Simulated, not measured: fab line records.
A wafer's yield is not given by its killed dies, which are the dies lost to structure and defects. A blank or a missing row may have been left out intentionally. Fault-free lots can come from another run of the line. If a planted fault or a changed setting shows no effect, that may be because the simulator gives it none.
Chamber matching + flow nand_harc + NHARC_A_CHANNEL_FILL_D2_ALD_16 on ald_hk-02: 4 sister chambers
The step deposits SiO2, target thk 1.5 nm, pulse time 10 s, ald cycles 15. 18 wafers are shown with their chamber, then 9 later ones without.

## WAFERS, EACH WITH ITS CHAMBER
| wafer  | chamber | heater_power_w (W) | precursor_pulse_height_rel |
|--------|---------|--------------------|----------------------------|
| L077.3 | 1       | 465                | 1.016                      |
| L077.4 | 0       | 534                | 1.012                      |
| L077.5 | 0       | 523                | 0.959                      |
| L081.3 | 1       | 507                | 1.000                      |
| L081.5 | 1       | 510                | 0.993                      |
| L081.6 | 0       | 506                | 0.979                      |
| L083.2 | 1       | 493                | 1.009                      |
| L083.3 | 2       | 459                | 1.048                      |
| L083.6 | 0       | 508                | 1.032                      |
| L082.2 | 2       | 460                | 0.963                      |
| L082.4 | 1       | 505                | 1.017                      |
| L082.5 | 1       | 507                | 1.023                      |
| L084.3 | 3       | 431                | 0.959                      |
| L084.5 | 2       | 454                | 1.005                      |
| L084.6 | 3       | 415                | 1.026                      |
| L086.2 | 1       | 510                | 1.025                      |
| L086.5 | 0       | 505                | 1.005                      |
| L086.6 | 1       | 518                | 0.991                      |

SIGNATURES (means of the wafers above)
| reading                    | chamber 0 | chamber 1 | chamber 2 | chamber 3 | scatter within a chamber |
|----------------------------|-----------|-----------|-----------|-----------|--------------------------|
| heater_power_w             | 515.20    | 501.88    | 457.67    | 423.00    | 13.9                     |
| precursor_pulse_height_rel | 0.99740   | 1.00925   | 1.00533   | 0.99250   | 0.0272                   |
Rule: a wafer lies at a distance from a chamber equal to the root of the sum of squares, over the readings, of (its reading less the chamber's mean, divided by the reading's scatter). If the next closest chamber is less than 2 further off than the closest, the wafer can't be placed; otherwise it belongs to the closest. The scatter: the root of (the sum of the squares of (reading less its chamber's mean) over the shown wafers, divided by (wafers less chambers)).

## WAFERS WITHOUT THEIR CHAMBER
| wafer  | heater_power_w (W) | precursor_pulse_height_rel |
|--------|--------------------|----------------------------|
| L089.1 | 424                | 1.004                      |
| L089.4 | 514                | 0.994                      |
| L089.5 | 507                | 0.990                      |
| L093.1 | 422                | 1.029                      |
| L093.5 | 503                | 0.963                      |
| L093.6 | 423                | 1.025                      |
| L097.2 | 508                | 0.970                      |
| L097.3 | 486                | 1.004                      |
| L097.6 | 416                | 0.975                      |

## EACH ONE'S CHAMBER
| wafer  | from the rows above          | in truth |
|--------|------------------------------|----------|
| L089.1 | can't be placed: 3 or 2      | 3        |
| L089.4 | can't be placed: 0 or 1      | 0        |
| L089.5 | can't be placed: 0 or 1      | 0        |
| L093.1 | can't be placed: 3 or 2      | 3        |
| L093.5 | can't be placed: 0 or 1      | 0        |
| L093.6 | can't be placed: 3 or 2      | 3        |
| L097.2 | can't be placed: 0 or 1      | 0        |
| L097.3 | can't be placed: 1 or 2 or 0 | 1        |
| L097.6 | 3                            | 3        |
1 of 9 placed correctly. From these rows, 8 cannot be placed; in 8 the true chamber is one of the candidates. Placed wrongly: 0.
